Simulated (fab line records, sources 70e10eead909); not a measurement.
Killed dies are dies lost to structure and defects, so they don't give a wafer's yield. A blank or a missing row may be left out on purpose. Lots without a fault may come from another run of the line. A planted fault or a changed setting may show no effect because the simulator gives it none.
fab line records | flow nand_harc
record lots=11 wafers=33 last_day=33
route steps=1302 shown A_STAIRCASE@710 END@1302
lots that met no fault: from a run of the same line without faults
start_h: hours from the record's first day to the start of the lot's first wafer shown | wait_h: hours since the lot's step before | " the same as in the row above | L1.1+2: a row that stands for several wafers | - no value, or no start given | * or withheld: withheld | < > ~ a bound
route shown NAME@n: a module of which the file shows steps, and the number in the route of the first | usual: mean/standard deviation of fault-free wafers | same: alike in all rows | chamber/n: place in a boat | sites: the reading at each site | _std_site: their standard deviation | _edge_site: outer sites' mean less inner sites' | radius_mm: how far each site lies from the wafer's centre | mask NAME#n: copy n | behind: the tool/chamber that last shaped the wafer | hold: why the lot was held/for how many hours/how that ended | device: the transistor (n, p or np) that didn't switch | end of line: the same wafers' tests at the end of the route | a step without rows: its recipe alone | killed: dies lost to structure and defects at the first sort, not the wafer's yield | map: a wafer's dies, x killed, . not, _ none there
set.NAME: the setting as run; set.NAME@STEP: as run at that earlier step | model.NAME: the simulator's own value behind a step, which no gauge read
steps of the route over a sample of lots; a table a step, a row a wafer
services: from which hour (start_h, from the record's first day; less than 0 if before it) a tool's chamber was out of use, for how many hours, and why
## steps
# step NHARC_A_STAIRCASE_TRIM_196
# recipe time_s=211.2 o2_flow_sccm=500 ar_flow_sccm=0 bias_w=0 chemistry=O2
# usual chamber_pressure_mTorr=60.00/0.063 drypump_motor_current_A=6.0/0.44 oes_product_au=0.999/0.0071 rf_vpp_V=57.8/0.83 showerhead_plenum_p_Torr=3.53/0.16 throttle_valve_pct=17.036/0.0089
# same bias_w=0
# columns lot.wafer tool chamber start_h wait_h chamber_pressure_mTorr drypump_motor_current_A oes_product_au rf_hours_counter_h rf_vpp_V showerhead_plenum_p_Torr throttle_valve_pct
L575.2 rie_diel-03 1 392.89 0.1 60.01 5.2 1.007 27 58.8 3.79 17.039
L575.4 " 3 " " 60.03 6.2 1.006 29 56.3 3.51 17.028
L575.5 " 1 " " 60.09 5.2 0.997 - 58.4 3.79 17.044
L576.3 rie_diel-03 3 420.98 0.1 60.13 6.1 0.998 38 58.1 3.51 17.030
L576.5 " 3 " " 60.01 6.1 1.006 - 59.1 3.51 17.020
L576.6 " 0 " " 60.01 6.0 1.000 - 58.0 3.53 17.049
L577.1 rie_diel-03 1 421.37 0.2 59.99 5.2 0.993 37 58.7 3.78 17.034
L577.4 " 3 " " 59.99 6.2 1.008 38 57.0 3.50 17.025
L577.5 " 1 " " 60.03 5.2 1.000 - 58.6 3.78 17.045
L578.3 rie_diel-13 3 430.46 0.1 59.93 6.6 0.983 28 57.5 3.38 17.046
L578.5 " 2 " " 60.09 6.0 0.998 - 56.3 3.54 17.030
L578.4 " 1 " " 59.93 6.4 0.990 - 56.7 3.29 17.050
L579.1 rie_diel-12 2 435.97 0.1 60.04 6.3 0.992 65 57.2 3.48 17.035
L579.3 " 1 " " 60.02 6.2 0.988 61 56.6 3.26 17.037
L579.6 " 3 " " 59.85 5.9 0.998 - 57.1 3.77 17.042
L582.3 rie_diel-13 1 467.11 0.1 60.02 6.4 0.993 27 57.8 3.28 17.026
L582.5 " 1 " " 60.10 6.4 0.997 - 55.6 3.28 17.035
L582.6 " 2 " " 59.98 6.0 0.984 - 59.0 3.53 17.031
L583.4 rie_diel-03 3 472.75 0.1 59.93 6.1 1.008 2 57.8 3.50 17.040
L583.2 " 1 " " 60.00 5.2 1.002 2 58.0 3.77 17.036
L583.5 " 3 " " 60.02 6.2 1.005 - 56.0 3.50 17.025
L586.4 rie_diel-12 2 526.41 0.1 59.99 6.3 1.007 26 57.6 3.47 17.019
L586.6 " 2 " " 59.99 6.3 1.005 - 57.2 3.46 17.035
L586.5 " 3 " " 59.86 5.9 0.993 - 59.8 3.76 17.031
L589.3 rie_diel-03 0 532.51 0.1 59.96 6.0 1.002 21 57.9 3.51 17.033
L589.5 " 0 " " 59.94 6.0 1.001 - 57.4 3.51 17.045
L589.6 " 1 " " 60.04 5.2 0.993 - 57.2 3.76 17.042
L593.2 rie_diel-13 2 575.36 0.1 59.97 6.0 0.998 15 58.5 3.52 17.035
L593.3 " 0 " " 60.00 6.0 0.994 15 57.9 3.52 17.047
L593.5 " 1 " " 60.05 6.4 1.000 - 59.2 3.80 17.053
L594.3 rie_diel-13 3 575.90 0.1 59.98 6.6 1.000 16 56.6 3.35 17.037
L594.2 " 2 " " 60.06 6.0 1.005 15 58.3 3.52 17.026
L594.5 " 0 " " 60.05 6.0 1.000 - 58.6 3.52 17.040
# step NHARC_A_STAIRCASE_ETCH_197
# recipe target_depth_a=1000 time_s=40.5 ion_energy_ev=400 c4f8_flow_sccm=20 o2_flow_sccm=10 ar_flow_sccm=withheld rf_w=600 bias_w=1000 chemistry=C4F8/O2
# usual oes_product_au=0.952/0.017 rf_vpp_V=896/5.8
# columns lot.wafer tool chamber start_h wait_h oes_product_au rf_hours_counter_h rf_vpp_V
L575.4 rie_diel-03 0 - - 0.938 29 895
L575.2 " 2 " " 0.943 30 893
L575.5 " 3 " " 0.962 - 896
L576.3 rie_diel-03 1 - - 0.962 37 905
L576.6 " 3 " " 0.951 - 893
L576.5 " 0 " " 0.946 - 898
L577.1 rie_diel-03 3 - - 0.968 38 894
L577.4 " 2 " " 0.944 37 892
L577.5 " 0 " " 0.956 - 896
L578.3 rie_diel-13 3 - - 0.935 29 890
L578.5 " 3 " " 0.928 - 890
L578.4 " 1 " " 0.936 - 888
L579.3 rie_diel-12 3 - - 0.941 65 906
L579.1 " 1 " " 0.943 61 887
L579.6 " 0 " " 0.951 - 893
L582.3 rie_diel-13 0 - - 0.938 26 898
L582.5 " 1 " " 0.944 - 888
L582.6 " 2 " " 0.928 - 896
L583.4 rie_diel-03 2 - - 0.944 2 894
L583.2 " 3 " " 0.939 2 894
L583.5 " 3 " " 0.932 - 896
L586.4 rie_diel-12 1 - - 0.939 27 905
L586.6 " 1 " " 0.935 - 905
L586.5 " 2 " " 0.938 - 893
L589.3 rie_diel-03 0 - - 0.931 21 896
L589.6 " 3 " " 0.937 - 894
L589.5 " 0 " " 0.938 - 896
L593.2 rie_diel-13 0 - - 0.945 15 895
L593.3 " 3 " " 0.933 16 890
L593.5 " 0 " " 0.957 - 898
L594.2 rie_diel-13 1 - - 0.951 11 906
L594.3 " 3 " " 0.932 16 889
L594.5 " 0 " " 0.944 - 895
# step NHARC_A_STAIRCASE_TRIM_198
# recipe time_s=211.2 o2_flow_sccm=500 ar_flow_sccm=0 bias_w=0 chemistry=O2
# usual chamber_pressure_mTorr=60.01/0.051 drypump_motor_current_A=6.0/0.43 oes_product_au=0.998/0.0073 rf_vpp_V=57.7/0.85 showerhead_plenum_p_Torr=3.52/0.16 throttle_valve_pct=17.037/0.0094
# same bias_w=0
# columns lot.wafer tool chamber start_h wait_h chamber_pressure_mTorr drypump_motor_current_A oes_product_au rf_hours_counter_h rf_vpp_V showerhead_plenum_p_Torr throttle_valve_pct
L575.4 rie_diel-03 2 - - 60.08 5.0 0.999 30 57.8 3.46 17.035
L575.2 " 1 " " 59.97 5.2 1.006 27 57.3 3.79 17.048
L575.5 " 2 " " 59.97 5.0 0.998 - 57.4 3.46 17.041
L576.3 rie_diel-03 1 - - 60.01 5.2 0.994 37 58.3 3.78 17.046
L576.6 " 0 " " 59.98 6.0 0.987 - 56.6 3.53 17.045
L576.5 " 1 " " 59.95 5.2 0.993 - 59.4 3.78 17.024
L577.4 rie_diel-03 2 - - 59.96 5.0 0.991 37 58.2 3.45 17.035
L577.1 " 0 " " 60.07 6.0 0.999 40 57.1 3.53 17.040
L577.5 " 3 " " 60.01 6.2 1.003 - 57.8 3.51 17.041
L578.3 rie_diel-13 1 - - 59.94 6.4 0.989 19 56.9 3.29 17.042
L578.4 " 2 " " 59.96 6.0 0.993 - 56.5 3.54 17.033
L578.5 " 1 " " 59.98 6.4 0.995 - 57.8 3.29 17.037
L579.1 rie_diel-12 3 - - 60.07 5.9 1.002 65 57.1 3.77 17.023
L579.3 " 0 " " 59.95 6.2 1.005 56 56.6 3.41 17.025
L579.6 " 3 " " 60.08 5.9 0.997 - 58.6 3.77 17.041
L582.3 rie_diel-13 2 - - 60.08 6.0 0.988 46 59.1 3.53 17.043
L582.5 " 2 " " 60.05 6.0 0.986 - 58.8 3.53 17.037
L582.6 " 3 " " 60.04 6.6 0.984 - 59.3 3.37 17.036
L583.2 rie_diel-03 2 - - 60.08 5.0 0.998 2 57.1 3.45 17.046
L583.4 " 1 " " 60.01 5.2 0.995 2 58.4 3.77 17.042
L583.5 " 3 " " 59.95 6.1 0.993 - 56.2 3.50 17.025
L586.4 rie_diel-12 1 - - 59.95 6.3 1.002 27 58.3 3.79 17.019
L586.6 " 3 " " 59.99 5.9 1.010 - 57.8 3.75 17.024
L586.5 " 0 " " 60.02 6.2 0.995 - 59.2 3.40 17.026
L589.3 rie_diel-03 3 - - 60.02 6.2 1.000 29 58.5 3.48 17.053
L589.5 " 0 " " 60.05 6.0 1.005 - 57.1 3.51 17.053
L589.6 " 1 " " 60.04 5.2 1.000 - 57.8 3.76 17.035
L593.3 rie_diel-13 0 - - 59.95 6.0 0.991 15 59.1 3.52 17.042
L593.2 " 2 " " 59.90 6.0 0.996 15 57.9 3.52 17.027
L593.5 " 0 " " 60.07 6.0 0.988 - 58.3 3.52 17.040
L594.3 rie_diel-13 3 - - 60.00 6.6 0.989 16 56.5 3.35 17.022
L594.2 " 0 " " 60.03 6.0 0.999 15 57.3 3.52 17.041
L594.5 " 2 " " 60.03 6.0 0.999 - 57.8 3.52 17.038
# step NHARC_A_STAIRCASE_TRIM_220
# recipe time_s=211.2 o2_flow_sccm=500 ar_flow_sccm=0 bias_w=0 chemistry=O2
# usual bias_w=0/0 chamber_pressure_mTorr=59.99/0.068 drypump_motor_current_A=5.9/0.49 oes_product_au=1.000/0.007 rf_vpp_V=57.9/0.87 showerhead_plenum_p_Torr=3.55/0.15 throttle_valve_pct=17.037/0.0099
# columns lot.wafer tool chamber start_h wait_h bias_w chamber_pressure_mTorr drypump_motor_current_A oes_product_au rf_hours_counter_h rf_vpp_V showerhead_plenum_p_Torr throttle_valve_pct
L575.2 rie_diel-13 3 395.57 0.1 0 60.06 6.6 1.007 12 56.3 3.39 17.032
L575.4 " 3 " " 0 59.97 6.6 0.985 - 57.6 3.39 17.046
L575.5 " 2 " " 0 59.89 6.0 1.002 - 59.3 3.55 17.020
L576.3 rie_diel-13 1 423.98 0.1 0 60.04 6.5 1.007 14 57.6 3.29 17.036
L576.6 " 1 " " 0 59.94 6.5 1.005 - 58.2 3.29 17.037
L576.5 " 2 " " 0 60.09 6.0 0.989 - 58.3 3.54 17.050
L577.1 rie_diel-12 3 424.83 0.1 0 60.05 5.9 0.998 56 59.2 3.78 17.019
L577.4 " 0 " " 0 60.05 6.2 1.005 47 58.9 3.42 17.028
L577.5 " 1 " " 0 59.91 6.2 1.009 - 57.2 3.27 17.026
L578.3 rie_diel-13 1 433.42 0.1 0 59.96 6.5 0.994 20 56.0 3.29 17.028
L578.4 " 3 " " 0 60.08 6.6 0.998 - 57.6 3.38 17.014
L578.5 " 1 " " 0 59.96 6.5 0.992 - 57.9 3.29 17.046
L579.1 rie_diel-03 3 438.51 0.1 0 59.74 6.1 1.003 44 57.2 3.50 17.045
L579.3 " 0 " " 0 60.01 6.0 1.000 48 58.3 3.53 17.054
L579.6 " 0 " " 0 59.99 6.0 1.007 - 59.1 3.53 17.044
L582.3 rie_diel-12 2 469.84 0.1 0 59.98 6.3 1.002 7 58.0 3.48 17.045
L582.5 " 1 " " 0 59.95 6.2 0.993 - 58.8 3.80 17.026
L582.6 " 2 " " 0 60.05 6.3 0.993 - 60.2 3.48 17.034
L583.4 rie_diel-12 2 475.48 0.1 0 60.04 6.3 1.012 8 56.5 3.47 17.039
L583.2 " 3 " " 0 60.01 5.9 1.012 6 58.2 3.77 17.036
L583.5 " 2 " " 0 60.03 6.3 1.003 - 58.5 3.47 17.035
L586.4 rie_diel-13 3 529.13 0.1 - - - - - - - -
L586.6 " 0 " " - - - - - - - -
L586.5 " 1 " " - - - - - - - -
L589.3 rie_diel-12 0 535.28 0.2 - - - - - - - -
L589.6 " 2 " " - - - - - - - -
L589.5 " 3 " " - - - - - - - -
L593.3 rie_diel-03 2 580.17 0.1 0 59.93 5.0 0.997 29 58.8 3.43 17.042
L593.2 " 3 " " 0 59.99 6.2 0.998 43 58.7 3.47 17.066
L593.5 " 1 " " 0 59.84 5.2 1.001 - 58.2 3.75 17.031
L594.3 rie_diel-03 2 583.24 0.1 0 60.02 5.0 1.005 30 57.3 3.43 17.032
L594.2 " 0 " " 0 59.94 6.0 1.004 34 56.0 3.50 17.041
L594.5 " 2 " " 0 59.97 5.0 1.002 - 57.6 3.43 17.034
# step NHARC_END_SORT_01
# recipe temp_c=25
# usual killed_at_array=51/17 killed_at_other=1.6/2.1 killed_at_periphery=4/3.2 killed_dies=57/18 killed_open=2.9/1.7 killed_short=2.3/1.3
# same gross_dies=677
# columns lot.wafer tool chamber start_h wait_h killed_at_array killed_at_other killed_at_periphery killed_dies killed_open killed_short
L575.2 prober-02 0 587.66 2.8 79 3 1 83 2 3
L575.4 prober-02 0 589.23 3.4 88 5 7 100 2 3
L575.5 prober-02 0 590.02 3.6 68 2 6 76 1 2
L579.1 prober-01 0 638.22 2.5 56 0 3 59 2 1
L579.3 prober-01 0 639.80 3.1 59 0 5 64 4 3
L579.6 prober-01 0 642.18 4.0 70 0 3 73 4 2
L582.3 prober-01 0 677.44 3.1 57 2 6 65 4 2
L582.5 prober-01 0 679.05 3.7 63 0 2 65 2 2
L582.6 prober-01 0 679.86 4.0 57 4 1 62 3 5
L586.4 prober-01 0 727.29 3.4 676 0 1 677 2 2
L586.5 prober-01 0 728.10 3.7 669 0 8 677 7 2
L586.6 prober-01 0 728.91 4.0 676 0 1 677 3 1
L589.3 prober-02 0 732.85 3.1 674 0 3 677 2 4
L589.5 prober-02 0 734.43 3.6 676 1 0 677 3 5
L589.6 prober-02 0 735.21 3.9 673 0 4 677 4 3
# killed by level:class
L575.2 A_CHANNEL_HOLE_D2:chamber_film_flake=32 A_CHANNEL_HOLE_D1:chamber_film_flake=23 A_SLIT:chamber_film_flake=15 A_CHANNEL_FILL_D2:geometric_particle:short=2 A_STAIRCASE:chamber_film_flake=2 A_CONTACT:chamber_film_flake=2 THIN_TSV:chamber_film_flake=2 A_ONON_D2:geometric_particle:open=1
L575.4 A_CHANNEL_HOLE_D2:chamber_film_flake=38 A_CHANNEL_HOLE_D1:chamber_film_flake=23 A_SLIT:chamber_film_flake=17 THIN_TSV:chamber_film_flake=5 P_GATE:chamber_film_flake=3 A_CHANNEL_FILL_D2:chamber_film_flake=3 A_CONTACT:chamber_film_flake=3 A_STAIRCASE:chamber_film_flake=2
L575.5 A_CHANNEL_HOLE_D2:chamber_film_flake=28 A_SLIT:chamber_film_flake=18 A_CHANNEL_HOLE_D1:chamber_film_flake=15 P_GATE:chamber_film_flake=4 A_CHANNEL_FILL_D2:chamber_film_flake=2 THIN_TSV:chamber_film_flake=2 P_M0:geometric_particle:open=1 A_CHANNEL_HOLE_D1:geometric_particle:short=1
L579.1 A_CHANNEL_HOLE_D1:chamber_film_flake=22 A_SLIT:chamber_film_flake=13 A_CHANNEL_HOLE_D2:chamber_film_flake=9 A_M0:chamber_film_flake=5 P_ZERO_WELL:chamber_film_flake=3 A_STAIRCASE:chamber_film_flake=3 A_DECK1_JOINT:geometric_particle:open=1 A_WL_FILL:geometric_particle:short=1
L579.3 A_CHANNEL_HOLE_D1:chamber_film_flake=23 A_SLIT:chamber_film_flake=17 A_STAIRCASE:chamber_film_flake=5 P_ZERO_WELL:chamber_film_flake=4 A_CHANNEL_HOLE_D2:chamber_film_flake=4 A_DECK1_JOINT:chamber_film_flake=3 A_WL_FILL:geometric_particle:short=2 P_M2:geometric_particle:open=1
L579.6 A_CHANNEL_HOLE_D1:chamber_film_flake=27 A_SLIT:chamber_film_flake=16 A_CHANNEL_HOLE_D2:chamber_film_flake=12 A_DECK1_JOINT:chamber_film_flake=3 A_STAIRCASE:chamber_film_flake=3 A_WL_FILL:chamber_film_flake=2 P_M1:geometric_particle:short=1 A_CHANNEL_FILL_D1:geometric_particle:open=1
L582.3 A_CHANNEL_HOLE_D1:chamber_film_flake=24 A_SLIT:chamber_film_flake=16 A_CHANNEL_HOLE_D2:chamber_film_flake=8 A_CONTACT:chamber_film_flake=5 P_CONTACT:geometric_particle:open=2 A_WL_FILL:geometric_particle:short=2 P_GATE:chamber_film_flake=2 THIN_TSV:chamber_film_flake=2
L582.5 A_CHANNEL_HOLE_D1:chamber_film_flake=25 A_SLIT:chamber_film_flake=22 A_CONTACT:chamber_film_flake=6 A_CHANNEL_HOLE_D2:chamber_film_flake=5 P_CONTACT:geometric_particle:short=1 A_DECK1_JOINT:geometric_particle:open=1 A_CHANNEL_HOLE_D2:geometric_particle:short=1 A_CHANNEL_HOLE_D2:geometric_particle:open=1
L582.6 A_CHANNEL_HOLE_D1:chamber_film_flake=22 A_SLIT:chamber_film_flake=14 A_CHANNEL_HOLE_D2:chamber_film_flake=9 THIN_TSV:chamber_film_flake=4 A_CONTACT:chamber_film_flake=3 A_WL_FILL:geometric_particle:short=2 A_SOURCE_PLATE:geometric_particle:short=1 A_ONON_D1:geometric_particle:short=1
L586.4 A_STAIRCASE:area_trim=624 A_SLIT:chamber_film_flake=21 A_CHANNEL_HOLE_D2:chamber_film_flake=10 A_CHANNEL_HOLE_D1:chamber_film_flake=8 A_STAIRCASE:chamber_film_flake=4 A_M0:geometric_particle:open=2 A_CHANNEL_FILL_D1:chamber_film_flake=2 A_CONTACT:chamber_film_flake=2
L586.5 A_STAIRCASE:area_trim=608 A_SLIT:chamber_film_flake=23 A_CHANNEL_HOLE_D2:chamber_film_flake=9 A_STAIRCASE:chamber_film_flake=8 A_CONTACT:chamber_film_flake=8 A_CHANNEL_HOLE_D1:chamber_film_flake=4 A_ONON_D2:geometric_particle:open=3 P_M0:chamber_film_flake=3
L586.6 A_STAIRCASE:area_trim=622 A_SLIT:chamber_film_flake=25 A_CONTACT:chamber_film_flake=7 A_CHANNEL_HOLE_D1:chamber_film_flake=5 A_CHANNEL_HOLE_D2:chamber_film_flake=4 A_STAIRCASE:chamber_film_flake=4 A_CHANNEL_FILL_D1:chamber_film_flake=3 A_CHANNEL_FILL_D2:geometric_particle:open=2
L589.3 A_STAIRCASE:area_trim=627 A_SLIT:chamber_film_flake=21 A_CHANNEL_HOLE_D1:chamber_film_flake=12 A_DECK1_JOINT:chamber_film_flake=4 A_CHANNEL_FILL_D1:chamber_film_flake=2 A_WL_FILL:chamber_film_flake=2 A_CONTACT:chamber_film_flake=2 P_CONTACT:geometric_particle:open=1
L589.5 A_STAIRCASE:area_trim=622 A_SLIT:chamber_film_flake=25 A_CHANNEL_HOLE_D1:chamber_film_flake=13 A_CONTACT:chamber_film_flake=3 A_CHANNEL_FILL_D1:chamber_film_flake=3 A_SOURCE_PLATE:geometric_particle:open=1 A_DECK1_JOINT:geometric_particle:open=1 A_DECK1_JOINT:geometric_particle:short=1
L589.6 A_STAIRCASE:area_trim=628 A_SLIT:chamber_film_flake=25 A_CHANNEL_HOLE_D1:chamber_film_flake=11 A_CONTACT:chamber_film_flake=2 P_GATE:geometric_particle:open=1 P_CONTACT:geometric_particle:open=1 A_CHANNEL_HOLE_D1:geometric_particle:short=1 A_DECK1_JOINT:geometric_particle:open=1
## services
# columns tool chamber start_h hours kind
rie_diel-13 1 377.44 22.5 repair
rie_diel-03 0 388.38 - clean
rie_diel-03 1 388.38 - clean
rie_diel-03 2 388.38 - clean
rie_diel-03 3 388.38 - clean
rie_diel-13 0 393.35 49.3 repair
rie_diel-03 0 412.88 - clean
rie_diel-03 1 412.88 - clean
rie_diel-03 2 412.88 - clean
rie_diel-03 3 412.88 - clean
rie_diel-03 0 437.38 - clean
rie_diel-03 1 437.38 - clean
rie_diel-03 2 437.38 - clean
rie_diel-03 3 437.38 - clean
rie_diel-13 1 441.15 3.3 repair
rie_diel-12 - 446.18 9.0 pm
rie_diel-13 1 448.55 5.9 repair
rie_diel-03 - 458.33 9.0 pm
rie_diel-03 0 458.33 9.0 vent_cycle
rie_diel-12 - 488.80 1.9 repair
rie_diel-12 2 505.50 4.2 repair
rie_diel-13 - 519.08 9.0 pm
rie_diel-03 1 519.91 10.9 repair
rie_diel-03 3 561.84 2.6 repair
## key
first_sign step=NHARC_A_STAIRCASE_TRIM_220 reading=tool_record direction=missing
effect step=NHARC_END_SORT_01 reading=killed_at_array direction=up sigmas=36 usual=51 struck=674
more_kills_born_at NHARC_A_STAIRCASE_TRIM_220@rie_diel-12=1877 NHARC_A_STAIRCASE_TRIM_220@rie_diel-13=1861
met_at NHARC_A_STAIRCASE_TRIM_220
struck_lots L586,L589
later_rows_left_out L586.4,L586.5,L586.6,L589.3,L589.5,L589.6
tester_left_out L586,L589
not_acting_at NHARC_A_STAIRCASE_TRIM_196,NHARC_A_STAIRCASE_ETCH_197,NHARC_A_STAIRCASE_TRIM_198
onset_between 475.48 529.13
fault kind=skipped_step_whole tool=rie_diel-12,rie_diel-13 chamber=- onset_h=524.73 steps=NHARC_A_STAIRCASE_TRIM_220 scope=struck_lots_only
# tester_left_out: of these lots the tester's yield and bins aren't shown, on N5 and GAA mostly nor the transistor test; their killed dies are dies lost to structure and defects alone, not to doping, threshold or leakage, so they don't give the yield
# later_rows_left_out: the simulator's readings of these wafers behind a module that went badly wrong aren't trusted and aren't shown, but for the sort
